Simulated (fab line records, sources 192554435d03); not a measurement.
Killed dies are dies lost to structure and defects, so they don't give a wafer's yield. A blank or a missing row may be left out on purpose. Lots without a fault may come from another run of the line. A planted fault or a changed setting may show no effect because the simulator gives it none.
fab line records | flow n5_finfet
record lots=24 wafers=72 last_day=18
route steps=1938 shown BEOL_M0@729 BEOL_M1@764
lots that met no fault: from a run of the same line without faults
start_h: hours from the record's first day to the start of the lot's first wafer shown | wait_h: hours since the lot's step before | " the same as in the row above | L1.1+2: a row that stands for several wafers | - no value, or no start given | * or withheld: withheld | < > ~ a bound
route shown NAME@n: a module of which the file shows steps, and the number in the route of the first | usual: mean/standard deviation of fault-free wafers | same: alike in all rows | chamber/n: place in a boat | sites: the reading at each site | _std_site: their standard deviation | _edge_site: outer sites' mean less inner sites' | radius_mm: how far each site lies from the wafer's centre | mask NAME#n: copy n | behind: the tool/chamber that last shaped the wafer | hold: why the lot was held/for how many hours/how that ended | device: the transistor (n, p or np) that didn't switch | end of line: the same wafers' tests at the end of the route | a step without rows: its recipe alone | killed: dies lost to structure and defects at the first sort, not the wafer's yield | map: a wafer's dies, x killed, . not, _ none there
set.NAME: the setting as run; set.NAME@STEP: as run at that earlier step | model.NAME: the simulator's own value behind a step, which no gauge read
steps of the route over a sample of lots; a table a step, a row a wafer
services: from which hour (start_h, from the record's first day; less than 0 if before it) a tool's chamber was out of use, for how many hours, and why
## steps
# step N5_BEOL_M0_DEGAS_112
# recipe ambient=vacuum temp_c=250 time_s=60
# usual heater_power_w=340/26
# columns lot.wafer tool chamber start_h wait_h heater_power_w
L074.1 pvd_sputter-01 - 115.01 0.3 368
L074.4 " - " " 332
L074.5 " - " " 356
L075.2 pvd_sputter-03 - 123.34 1.5 348
L075.4 " - " " 339
L075.6 " - " " 301
L076.1 pvd_sputter-01 - 127.69 0.0 336
L076.2 " - " " 358
L076.4 " - " " 326
L077.1 pvd_sputter-03 - 135.52 0.5 338
L077.2 " - " " 300
L077.5 " - " " 304
L078.2 pvd_sputter-03 - 143.87 0.5 298
L078.4 " - " " 339
L078.6 " - " " 351
L079.3 pvd_sputter-03 - 148.99 0.0 310
L079.4 " - " " 300
L079.6 " - " " 340
L080.3 pvd_sputter-01 - 153.06 0.0 366
L080.5 " - " " 362
L080.6 " - " " 332
L081.2 pvd_sputter-01 - 160.79 0.4 327
L081.3 " - " " 357
L081.4 " - " " 359
L082.2 pvd_sputter-02 - 169.86 1.8 415
L082.4 " - " " 421
L082.6 " - " " 336
L083.1 pvd_sputter-01 - 172.32 0.3 332
L083.2 " - " " 359
L083.3 " - " " 363
L084.2 pvd_sputter-01 - 179.64 0.3 341
L084.4 " - " " 364
L084.5 " - " " 332
L085.1 pvd_sputter-01 - 184.80 0.0 336
L085.3 " - " " 366
L085.5 " - " " 364
L086.2 pvd_sputter-03 - 193.96 0.4 305
L086.3 " - " " 342
L086.6 " - " " 299
L087.1 pvd_sputter-01 - 195.84 0.0 341
L087.3 " - " " 361
L087.6 " - " " 333
L088.1 pvd_sputter-02 - 207.01 0.2 332
L088.4 " - " " 378
L088.6 " - " " 322
L089.1 pvd_sputter-01 - 207.02 0.2 324
L089.5 " - " " 365
L089.6 " - " " 359
L090.1 pvd_sputter-03 - 214.03 1.6 301
L090.3 " - " " 350
L090.4 " - " " 346
L091.2 pvd_sputter-03 - 219.93 0.1 300
L091.5 " - " " 304
L091.6 " - " " 352
L092.1 pvd_sputter-01 - 230.63 0.3 341
L092.2 " - " " 321
L092.4 " - " " 368
L093.1 pvd_sputter-01 - 230.71 0.2 334
L093.3 " - " " 339
L093.4 " - " " 362
L094.1 pvd_sputter-03 - 234.56 1.3 304
L094.5 " - " " 344
L094.6 " - " " 307
L095.3 pvd_sputter-03 - 240.36 0.3 343
L095.4 " - " " 349
L095.6 " - " " 295
L096.1 pvd_sputter-01 - 255.96 0.4 322
L096.4 " - " " 336
L096.5 " - " " 328
L097.1 pvd_sputter-02 - 266.42 0.2 380
L097.3 " - " " 416
L097.5 " - " " 319
# step N5_BEOL_M0_ANNEAL_135
# recipe temp_c=400 time_s=60 ambient=vacuum
# usual heater_power_w=868/80 susceptor_temp_C_max=400.8/0.31
# columns lot.wafer tool chamber start_h wait_h heater_power_w susceptor_temp_C_max
L074.1 pvd_sputter-01 - 116.15 0.0 897 400.4
L074.4 " - " " 900 400.9
L074.5 " - " " 889 400.7
L075.2 pvd_sputter-02 - 124.57 0.0 849 401.1
L075.4 " - " " 1062 400.7
L075.6 " - " " 1049 400.7
L076.1 pvd_sputter-01 - 130.13 0.0 887 401.0
L076.2 " - " " 911 400.7
L076.4 " - " " 831 400.7
L077.1 pvd_sputter-01 - 136.87 0.0 883 400.7
L077.2 " - " " 828 400.8
L077.5 " - " " 920 400.7
L078.2 pvd_sputter-02 - 144.68 0.0 844 401.1
L078.4 " - " " 1075 400.9
L078.6 " - " " 940 400.9
L079.3 pvd_sputter-01 - 151.01 0.0 896 400.8
L079.4 " - " " 916 400.7
L079.6 " - " " 904 401.4
L080.3 pvd_sputter-01 - 153.89 0.0 905 400.8
L080.5 " - " " 834 400.7
L080.6 " - " " 825 400.1
L081.2 pvd_sputter-01 - 161.83 0.0 858 400.9
L081.3 " - " " 829 400.9
L081.4 " - " " 907 400.5
L082.2 pvd_sputter-02 - 170.84 0.0 827 400.9
L082.4 " - " " 845 400.8
L082.6 " - " " 1054 400.5
L083.1 pvd_sputter-01 - 173.14 0.0 869 400.4
L083.2 " - " " 901 401.0
L083.3 " - " " 935 400.6
L084.2 pvd_sputter-02 - 180.48 0.0 1051 400.7
L084.4 " - " " 812 401.1
L084.5 " - " " 950 400.9
L085.1 pvd_sputter-02 - 185.61 0.0 1046 400.6
L085.3 " - " " 820 400.9
L085.5 " - " " 831 401.4
L086.2 pvd_sputter-02 - 195.56 0.0 833 401.2
L086.3 " - " " 809 400.8
L086.6 " - " " 853 400.9
L087.1 pvd_sputter-03 - 196.96 0.0 763 401.0
L087.3 " - " " 751 401.2
L087.6 " - " " 761 401.5
L089.1 pvd_sputter-02 - 208.09 0.0 821 400.9
L089.5 " - " " 1054 400.5
L089.6 " - " " 831 401.2
L088.1 pvd_sputter-02 - 208.53 0.0 931 401.0
L088.4 " - " " 852 400.9
L088.6 " - " " 937 401.1
L090.1 pvd_sputter-01 - 214.85 0.0 838 400.2
L090.3 " - " " 917 400.6
L090.4 " - " " 886 400.8
L091.2 pvd_sputter-03 - 220.74 0.0 761 400.9
L091.5 " - " " 822 400.3
L091.6 " - " " 758 401.1
L092.1 pvd_sputter-02 - 231.84 0.0 927 401.1
L092.2 " - " " 846 400.8
L092.4 " - " " 792 401.2
L093.1 pvd_sputter-03 - 232.54 0.0 727 401.0
L093.3 " - " " 752 400.9
L093.4 " - " " 830 400.8
L094.1 pvd_sputter-03 - 235.85 0.0 765 400.9
L094.5 " - " " 845 400.2
L094.6 " - " " 757 402.0
L095.3 pvd_sputter-02 - 241.27 0.0 935 400.8
L095.4 " - " " 799 400.8
L095.6 " - " " 804 400.7
L096.1 pvd_sputter-03 - 257.33 0.0 759 401.1
L096.4 " - " " 749 400.8
L096.5 " - " " 735 401.0
L097.1 pvd_sputter-01 - 267.25 0.0 843 400.4
L097.3 " - " " 889 400.8
L097.5 " - " " 828 400.8
# step N5_BEOL_M1_CD_MEAS_11
# recipe target_cd_nm=17.05 landing_energy_ev=500 detector=se_inlens polarity=opening
# usual cd_nm=17.05/0.24
# columns lot.wafer tool chamber start_h wait_h cd_nm
L074.1 cd_sem-03 0 120.04 - 17.12
L074.4 " 0 " " 16.99
L074.5 " 0 " " 17.24
L075.2 cd_sem-02 0 127.56 - 16.69
L075.4 " 0 " " 16.96
L075.6 " 0 " " 16.99
L076.1 cd_sem-02 0 131.84 - 16.97
L076.2 " 0 " " 16.78
L076.4 " 0 " " 16.92
L077.1 cd_sem-03 0 140.97 - 16.75
L077.2 " 0 " " 17.12
L077.5 " 0 " " 16.99
L078.2 cd_sem-01 0 151.74 - 17.20
L078.4 " 0 " " 17.33
L078.6 " 0 " " 16.94
L079.3 cd_sem-01 0 154.20 - 17.32
L079.4 " 0 " " 17.22
L079.6 " 0 " " 16.96
L080.3 cd_sem-03 0 159.70 - 17.58
L080.5 " 0 " " 17.13
L080.6 " 0 " " 16.91
L081.2 cd_sem-03 0 167.16 - 16.84
L081.3 " 0 " " 17.36
L081.4 " 0 " " 17.34
L082.2 cd_sem-03 0 175.47 - 17.25
L082.4 " 0 " " 17.25
L082.6 " 0 " " 17.07
L083.1 cd_sem-01 0 179.43 - 16.69
L083.2 " 0 " " 17.29
L083.3 " 0 " " 16.96
L084.2 cd_sem-03 0 188.55 - 17.20
L084.4 " 0 " " 17.13
L084.5 " 0 " " 17.08
L085.1 cd_sem-01 0 191.06 - 16.79
L085.3 " 0 " " 16.98
L085.5 " 0 " " 17.03
L086.2 cd_sem-03 0 200.61 - 16.92
L086.3 " 0 " " 16.98
L086.6 " 0 " " 16.98
L087.1 cd_sem-02 0 202.59 - 17.21
L087.3 " 0 " " 17.12
L087.6 " 0 " " 16.88
L089.1 cd_sem-01 0 212.10 - 17.07
L089.5 " 0 " " 16.67
L089.6 " 0 " " 17.36
L088.1 cd_sem-03 0 214.30 - 17.10
L088.4 " 0 " " 17.04
L088.6 " 0 " " 16.60
L090.1 cd_sem-03 0 220.34 - 17.03
L090.3 " 0 " " 17.37
L090.4 " 0 " " 17.11
L091.2 cd_sem-03 0 228.20 - 17.10
L091.5 " 0 " " 17.40
L091.6 " 0 " " 16.87
L092.1 cd_sem-03 0 236.96 - 16.80
L092.2 " 0 " " 16.75
L092.4 " 0 " " 16.99
L093.1 cd_sem-01 0 237.64 - 17.31
L093.3 " 0 " " 17.18
L093.4 " 0 " " 17.02
L094.1 cd_sem-02 0 240.02 - 16.86
L094.5 " 0 " " 17.04
L094.6 " 0 " " 17.06
L095.3 cd_sem-03 0 243.42 - 17.27
L095.4 " 0 " " 17.28
L095.6 " 0 " " 17.16
L096.1 cd_sem-03 0 261.21 - 16.64
L096.4 " 0 " " 17.04
L096.5 " 0 " " 17.44
L097.1 cd_sem-02 0 269.95 - 16.70
L097.3 " 0 " " 16.82
L097.5 " 0 " " 16.88
# step N5_BEOL_M1_ETCHBACK_99
# recipe chemistry=CHF3 target=SiO2 target_depth_a=50 time_s=10.4 source_w=215 bias_w=47 Ar_flow_sccm=200 CHF3_flow_sccm=12 ion_energy_ev=100 pressure_mtorr=30
# usual drypump_motor_current_A=5.8/0.48 oes_product_au=0.77/0.089 rf_vpp_V=239.8/2.5 showerhead_plenum_p_Torr=2.12/0.067 throttle_valve_pct=17.09/0.21
# columns lot.wafer tool chamber start_h wait_h drypump_motor_current_A oes_product_au rf_hours_counter_h rf_vpp_V showerhead_plenum_p_Torr throttle_valve_pct
L074.1 rie_diel-02 0 123.60 2.0 5.7 0.76 125 239.3 2.17 17.27
L074.4 " 2 " " 5.2 0.67 244 240.3 2.11 16.97
L074.5 " 2 " " 5.2 0.68 - 239.1 2.12 16.94
L075.2 rie_diel-03 0 130.23 1.4 6.1 0.76 163 239.7 2.06 17.19
L075.4 " 1 " " 4.7 0.66 239 243.1 2.22 17.22
L075.6 " 1 " " 4.7 0.67 - 242.4 2.22 17.22
L076.1 rie_diel-03 2 139.61 6.6 6.2 0.74 152 238.5 2.07 17.05
L076.2 " 3 " " 6.2 0.81 93 236.7 2.09 17.02
L076.4 " 1 " " 4.7 0.67 241 242.6 2.21 17.21
L077.1 rie_diel-02 1 143.54 0.1 5.7 0.78 124 236.7 1.99 16.61
L077.2 " 3 " " 6.3 0.68 247 241.8 2.20 16.95
L077.5 " 1 " " 5.7 0.78 - 235.4 1.99 16.62
L078.2 rie_diel-03 1 153.16 0.1 4.7 0.67 245 240.9 2.21 17.24
L078.4 " 0 " " 6.1 0.76 169 242.1 2.06 17.20
L078.6 " 2 " " 6.2 0.74 - 240.3 2.07 17.06
L079.3 rie_diel-03 2 156.25 0.2 6.2 0.74 158 238.8 2.07 17.05
L079.4 " 1 " " 4.7 0.66 247 241.3 2.21 17.22
L079.6 " 3 " " 6.2 0.80 - 234.8 2.08 17.04
L080.3 rie_diel-04 1 161.23 0.1 6.1 0.76 151 244.2 2.24 16.94
L080.5 " 2 " " 5.7 0.68 - 238.8 2.12 17.33
L080.6 " 1 " " 6.1 0.76 - 244.4 2.24 16.95
L081.2 rie_diel-02 1 170.20 1.5 5.7 0.77 133 237.6 1.99 16.65
L081.3 " 0 " " 5.7 0.75 142 239.2 2.17 17.30
L081.4 " 3 " " 6.2 0.68 - 243.2 2.20 16.94
L082.2 rie_diel-03 3 176.85 0.1 6.2 0.79 104 234.6 2.08 17.05
L082.4 " 2 " " 6.2 0.73 - 238.0 2.07 17.06
L082.6 " 0 " " 6.1 0.75 - 240.5 2.06 17.23
L083.1 rie_diel-04 2 180.69 0.1 5.7 0.67 249 238.1 2.12 17.32
L083.2 " 0 " " 5.6 0.70 201 241.3 2.13 17.39
L083.3 " 3 " " 5.8 0.73 213 241.4 2.12 17.26
L084.2 rie_diel-03 0 190.41 0.2 6.1 0.76 181 242.2 2.06 17.23
L084.4 " 3 " " 6.2 0.79 - 238.1 2.08 17.06
L084.5 " 2 " " 6.2 0.72 - 236.8 2.06 17.07
L085.1 rie_diel-03 0 194.87 2.2 6.0 0.75 183 242.5 2.05 17.24
L085.3 " 1 " " 4.7 1.01 0 242.0 2.21 16.78
L085.5 " 0 " " 6.1 0.75 - 240.8 2.05 17.24
L086.2 rie_diel-04 3 203.36 1.5 5.9 0.71 221 238.6 2.12 17.28
L086.3 " 2 " " 5.7 0.98 1 239.3 2.12 16.90
L086.6 " 0 " " 5.6 0.69 - 239.7 2.13 17.41
L087.1 rie_diel-03 0 203.84 0.1 6.1 0.76 185 239.0 2.05 17.23
L087.3 " 2 " " 6.2 0.73 173 237.6 2.06 17.06
L087.6 " 0 " " 6.1 0.75 - 241.6 2.05 17.24
L089.1 rie_diel-04 3 213.49 0.1 5.9 0.71 225 239.6 2.12 17.29
L089.5 " 3 " " 5.8 0.71 - 238.6 2.12 17.28
L089.6 " 0 " " 5.6 0.69 - 241.1 2.13 17.42
L088.1 rie_diel-03 2 215.60 0.1 6.2 0.72 176 236.6 2.06 17.08
L088.4 " 1 " " 4.8 0.98 6 242.1 2.21 16.80
L088.6 " 1 " " 4.7 0.97 - 241.4 2.21 16.78
L090.1 rie_diel-03 0 221.93 0.2 6.1 0.75 190 241.1 2.05 17.23
L090.3 " 1 " " 4.7 0.98 8 243.0 2.21 16.80
L090.4 " 3 " " 6.2 0.78 117 236.1 2.08 17.06
L091.2 rie_diel-04 3 230.75 0.8 5.8 0.71 231 237.9 2.12 17.28
L091.5 " 2 " " 5.7 0.95 - 237.6 2.12 16.91
L091.6 " 1 " " 6.1 0.74 - 242.9 2.23 16.98
L092.1 rie_diel-02 2 239.15 0.6 5.2 0.92 17 238.3 2.11 16.56
L092.2 " 3 " " 6.3 0.92 14 242.3 2.19 16.52
L092.4 " 0 " " 5.7 0.73 164 238.5 2.16 17.36
L093.1 rie_diel-03 2 239.55 0.5 6.2 0.71 183 238.5 2.06 17.09
L093.3 " 0 " " 6.1 0.75 195 240.9 2.05 17.26
L093.4 " 3 " " 6.2 0.77 122 235.2 2.08 17.07
L094.1 rie_diel-04 1 242.89 0.1 6.1 0.74 178 245.1 2.23 16.99
L094.5 " 1 " " 6.1 0.74 - 244.7 2.23 17.01
L094.6 " 0 " " 5.6 0.68 - 240.5 2.12 17.42
L095.3 rie_diel-04 1 246.57 1.5 6.1 0.73 179 245.4 2.23 17.01
L095.4 " 3 " " 5.8 0.71 235 239.7 2.12 17.30
L095.6 " 0 " " 5.6 0.69 - 240.1 2.12 17.43
L096.1 rie_diel-03 1 262.74 0.1 4.8 0.94 21 240.9 2.20 16.81
L096.4 " 3 " " 6.2 0.78 129 234.9 2.07 17.09
L096.5 " 0 " " 6.1 0.74 - 242.2 2.05 17.28
L097.1 rie_diel-04 0 278.57 5.8 5.6 0.67 235 241.0 2.12 17.46
L097.3 " 2 " " 5.7 0.91 24 236.7 2.11 16.94
L097.5 " 3 " " 5.8 0.70 - 238.7 2.12 17.30
# step N5_BEOL_M1_DEGAS_44
# recipe ambient=vacuum temp_c=250 time_s=60
# usual heater_power_w=339/31
# columns lot.wafer tool chamber start_h wait_h heater_power_w
L074.1 pvd_sputter-03 - 124.22 0.1 302
L074.4 " - " " 343
L074.5 " - " " 304
L075.2 pvd_sputter-01 - 130.81 0.0 356
L075.4 " - " " 336
L075.6 " - " " 359
L076.1 pvd_sputter-03 - 140.52 0.4 306
L076.2 " - " " 352
L076.4 " - " " 304
L077.1 pvd_sputter-03 - 144.13 0.0 307
L077.2 " - " " 335
L077.5 " - " " 337
L078.2 pvd_sputter-02 - 153.79 0.1 323
L078.4 " - " " 421
L078.6 " - " " 419
L079.3 pvd_sputter-02 - 157.01 0.2 335
L079.4 " - " " 330
L079.6 " - " " 425
L080.3 pvd_sputter-03 - 161.87 0.1 337
L080.5 " - " " 300
L080.6 " - " " 343
L081.2 pvd_sputter-03 - 171.09 0.3 300
L081.3 " - " " 296
L081.4 " - " " 340
L082.2 pvd_sputter-01 - 179.14 1.7 370
L082.4 " - " " 358
L082.6 " - " " 364
L083.1 pvd_sputter-01 - 181.28 0.0 363
L083.2 " - " " 327
L083.3 " - " " 342
L084.2 pvd_sputter-01 - 191.00 0.0 359
L084.4 " - " " 362
L084.5 " - " " 339
L085.1 pvd_sputter-01 - 195.76 0.3 360
L085.3 " - " " 338
L085.5 " - " " 329
L086.2 pvd_sputter-03 - 204.28 0.4 342
L086.3 " - " " 301
L086.6 " - " " 331
L087.1 pvd_sputter-02 - 204.42 0.0 339
L087.3 " - " " 377
L087.6 " - " " 428
L089.1 pvd_sputter-03 - 214.31 0.3 303
L089.5 " - " " 343
L089.6 " - " " 307
L088.1 pvd_sputter-01 - 216.91 0.8 364
L088.4 " - " " 320
L088.6 " - " " 370
L090.1 pvd_sputter-03 - 222.51 0.0 307
L090.3 " - " " 335
L090.4 " - " " 348
L091.2 pvd_sputter-03 - 231.76 0.5 347
L091.5 " - " " 302
L091.6 " - " " 340
L092.1 pvd_sputter-03 - 240.14 0.4 302
L092.2 " - " " 340
L092.4 " - " " 300
L093.1 pvd_sputter-03 - 240.44 0.3 297
L093.3 " - " " 352
L093.4 " - " " 342
L094.1 pvd_sputter-02 - 243.53 0.1 350
L094.5 " - " " 368
L094.6 " - " " 324
L095.3 pvd_sputter-01 - 247.77 0.7 360
L095.4 " - " " 363
L095.6 " - " " 356
L096.1 pvd_sputter-02 - 263.40 0.1 334
L096.4 " - " " 422
L096.5 " - " " 364
L097.1 pvd_sputter-03 - 279.60 0.5 342
L097.3 " - " " 312
L097.5 " - " " 298
# step N5_BEOL_M1_PRE_CLEAN_45
# recipe gas=H2/He time_s=30 temp_c=250
# usual heater_power_w=339/29
# columns lot.wafer tool chamber start_h wait_h heater_power_w
L074.1 pvd_sputter-03 - 124.26 0.0 299
L074.4 " - " " 351
L074.5 " - " " 303
L075.2 pvd_sputter-01 - 130.85 0.0 350
L075.4 " - " " 332
L075.6 " - " " 357
L076.1 pvd_sputter-03 - 140.56 0.0 297
L076.2 " - " " 341
L076.4 " - " " 312
L077.1 pvd_sputter-03 - 144.17 0.0 302
L077.2 " - " " 350
L077.5 " - " " 343
L078.2 pvd_sputter-02 - 153.83 0.0 332
L078.4 " - " " 409
L078.6 " - " " 416
L079.3 pvd_sputter-02 - 157.05 0.0 346
L079.4 " - " " 327
L079.6 " - " " 418
L080.3 pvd_sputter-03 - 161.91 0.0 341
L080.5 " - " " 301
L080.6 " - " " 353
L081.2 pvd_sputter-03 - 171.13 0.0 306
L081.3 " - " " 302
L081.4 " - " " 348
L082.2 pvd_sputter-01 - 179.18 0.0 363
L082.4 " - " " 371
L082.6 " - " " 361
L083.1 pvd_sputter-01 - 181.32 0.0 361
L083.2 " - " " 331
L083.3 " - " " 337
L084.2 pvd_sputter-01 - 191.04 0.0 362
L084.4 " - " " 358
L084.5 " - " " 334
L085.1 pvd_sputter-01 - 195.80 0.0 360
L085.3 " - " " 327
L085.5 " - " " 336
L086.2 pvd_sputter-03 - 204.32 0.0 350
L086.3 " - " " 301
L086.6 " - " " 344
L087.1 pvd_sputter-02 - 204.46 0.0 340
L087.3 " - " " 376
L087.6 " - " " 420
L089.1 pvd_sputter-03 - 214.35 0.0 303
L089.5 " - " " 334
L089.6 " - " " 310
L088.1 pvd_sputter-01 - 216.95 0.0 364
L088.4 " - " " 329
L088.6 " - " " 360
L090.1 pvd_sputter-03 - 222.55 0.0 301
L090.3 " - " " 354
L090.4 " - " " 343
L091.2 pvd_sputter-03 - 231.80 0.0 352
L091.5 " - " " 308
L091.6 " - " " 346
L092.1 pvd_sputter-03 - 240.18 0.0 304
L092.2 " - " " 346
L092.4 " - " " 306
L093.1 pvd_sputter-03 - 240.48 0.0 300
L093.3 " - " " 342
L093.4 " - " " 345
L094.1 pvd_sputter-02 - 243.57 0.0 338
L094.5 " - " " 372
L094.6 " - " " 321
L095.3 pvd_sputter-01 - 247.81 0.0 351
L095.4 " - " " 366
L095.6 " - " " 374
L096.1 pvd_sputter-02 - 263.44 0.0 327
L096.4 " - " " 412
L096.5 " - " " 370
L097.1 pvd_sputter-03 - 279.64 0.0 343
L097.3 " - " " 298
L097.5 " - " " 297
## services
# columns tool chamber start_h hours kind
rie_diel-02 1 128.59 14.5 repair
rie_diel-02 2 143.09 - clean
rie_diel-02 2 143.09 - consumable_replace:focus_ring
rie_diel-02 2 143.09 35.0 scheduled_down
rie_diel-02 2 143.09 35.0 vent_cycle
rie_diel-03 1 170.57 - clean
rie_diel-03 1 170.57 - consumable_replace:focus_ring
rie_diel-03 1 170.57 23.4 scheduled_down
rie_diel-03 1 170.57 23.4 vent_cycle
rie_diel-02 3 178.06 - clean
rie_diel-02 3 178.06 - consumable_replace:focus_ring
rie_diel-02 3 178.06 12.3 scheduled_down
rie_diel-02 3 178.06 12.3 vent_cycle
rie_diel-04 2 185.70 - clean
rie_diel-04 2 185.70 - consumable_replace:focus_ring
rie_diel-04 2 250.08 2.5 repair
rie_diel-04 3 257.50 8.1 repair
rie_diel-02 - 270.26 14.6 pm
## key
fault none
